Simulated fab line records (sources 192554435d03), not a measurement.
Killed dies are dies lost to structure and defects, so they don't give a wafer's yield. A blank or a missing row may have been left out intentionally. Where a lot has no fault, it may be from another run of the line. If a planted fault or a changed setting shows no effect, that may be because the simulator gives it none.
Matching of chambers ; flow n5Finfet ; 4 sister chambers for N5_MOL_CONTACT_COAG_DESCUM_13 on rieDiel-05
The step chemistry O2, time 7 s. 22 wafers are shown with their chamber, then 11 later ones without.

== WAFERS WITH THEIR CHAMBER ==
wafer;chamber;showerheadPlenumPTorr (Torr);drypumpMotorCurrentA (A);throttleValvePct (%)
L074.1;1;2.09;5.2;20.38
L074.3;2;2.19;5.6;20.06
L074.6;2;2.19;5.6;20.07
L076.1;2;2.18;5.6;20.07
L076.4;1;2.09;5.2;20.39
L076.6;1;2.09;5.2;20.41
L078.1;3;2.05;5.2;20.75
L078.2;1;2.09;5.2;20.42
L078.5;1;2.09;5.2;20.40
L082.1;0;2.07;5.7;20.44
L082.2;1;2.08;5.2;20.40
L082.5;2;2.18;5.7;20.09
L084.1;1;2.08;5.2;20.43
L084.2;2;2.18;5.6;20.09
L084.3;0;2.07;5.7;20.45
L086.1;1;2.08;5.2;20.42
L086.2;0;2.07;5.7;20.46
L086.4;2;2.18;5.7;20.08
L088.2;1;2.08;5.2;20.43
L088.3;3;2.05;5.2;20.47
L088.5;3;2.05;5.2;20.48
L089.2;3;2.05;5.2;20.49

SIGNATURES, as means of the wafers listed above
reading;chamber 0;chamber 1;chamber 2;chamber 3;scatter within a chamber
showerheadPlenumPTorr;2.0700;2.0856;2.1833;2.0500;0.00444
drypumpMotorCurrentA;5.700;5.200;5.633;5.200;0.0272
throttleValvePct;20.4500;20.4089;20.0767;20.5475;0.0569
Rule: distance of a wafer from a chamber = root of the sum over the readings of ((wafer's reading minus chamber's mean) / reading's scatter) squared. If the next closest chamber is less than 2 further off than the closest, the wafer can't be placed; otherwise it belongs to the closest. The scatter: the root of (the sum of the squares of (reading less its chamber's mean) over the shown wafers, divided by (wafers less chambers)).

== WAFERS WHOSE CHAMBER IS MISSING ==
wafer;showerheadPlenumPTorr (Torr);drypumpMotorCurrentA (A);throttleValvePct (%)
L089.5;2.05;5.2;20.46
L089.6;2.07;5.7;20.48
L093.2;2.08;5.2;20.44
L093.5;2.07;5.7;20.49
L093.6;2.04;5.2;20.51
L094.3;2.04;5.2;20.51
L094.4;2.17;5.6;20.10
L094.5;2.07;5.7;20.48
L096.1;2.07;5.2;20.48
L096.2;2.04;5.2;20.51
L096.5;2.04;5.2;20.50

== CHAMBER TAKEN BY EACH ==
wafer;from the rows above;in truth
L089.5;3;3
L089.6;0;0
L093.2;1;1
L093.5;0;0
L093.6;3;3
L094.3;3;3
L094.4;2;2
L094.5;0;0
L096.1;can't be placed: 1 or 3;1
L096.2;3;3
L096.5;3;3
10 of 11 placed correctly. These rows do not allow placing 1 (true chamber among the candidates in 1). Placed wrongly: 0.
